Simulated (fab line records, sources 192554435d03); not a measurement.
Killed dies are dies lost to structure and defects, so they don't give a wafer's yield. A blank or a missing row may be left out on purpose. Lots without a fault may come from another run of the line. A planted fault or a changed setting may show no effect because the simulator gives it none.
Chamber matching | flow n5_finfet | N5_MOL_CONTACT_COAG_VIA_ETCH_46 on rie_diel-02: 4 sister chambers
The step etches SiO2 in C4F6/O2, target depth 46 nm, overetch 9.2 nm, time 40 s. 8 wafers are shown with their chamber, then 7 later ones without.

WAFERS WITH THEIR CHAMBER
wafer  | chamber | showerhead_plenum_p_Torr (Torr) | throttle_valve_pct (%)
L079.3 | 2       | 2.79                            | 40.96
L079.6 | 2       | 2.79                            | 41.00
L087.6 | 1       | 3.00                            | 41.06
L089.1 | 0       | 3.00                            | 40.90
L089.2 | 3       | 2.92                            | 40.43
L089.5 | 3       | 2.92                            | 40.44
L092.1 | 1       | 2.99                            | 41.05
L092.3 | 0       | 3.00                            | 40.93

WAFERS WITHOUT THEIR CHAMBER
wafer  | showerhead_plenum_p_Torr (Torr) | throttle_valve_pct (%)
L092.5 | 2.99                            | 41.05
L093.3 | 2.99                            | 41.08
L093.5 | 3.00                            | 40.91
L093.6 | 2.92                            | 40.44
L096.1 | 2.78                            | 40.71
L096.2 | 2.99                            | 40.93
L096.3 | 2.91                            | 40.45

WHICH CHAMBER EACH WENT THROUGH
wafer  | from the rows above | in truth
L092.5 | 1                   | 1
L093.3 | 1                   | 1
L093.5 | 0                   | 0
L093.6 | 3                   | 3
L096.1 | 2                   | 2
L096.2 | 0                   | 0
L096.3 | 3                   | 3
Placed correctly: 7 of 7. Can't be placed from these rows: 0. Placed wrongly: 0.
How it was worked out, from the rows above alone: a wafer's distance from a chamber is the root of the sum, over the readings, of the square of ((its reading less the chamber's mean) divided by the reading's scatter). The wafer belongs to the nearest chamber; if the next one is less than 2 further off, it can't be placed. A chamber's mean is the mean of its shown wafers. The scatter: the root of (the sum of the squares of (reading less its chamber's mean) over the shown wafers, divided by (wafers less chambers)).
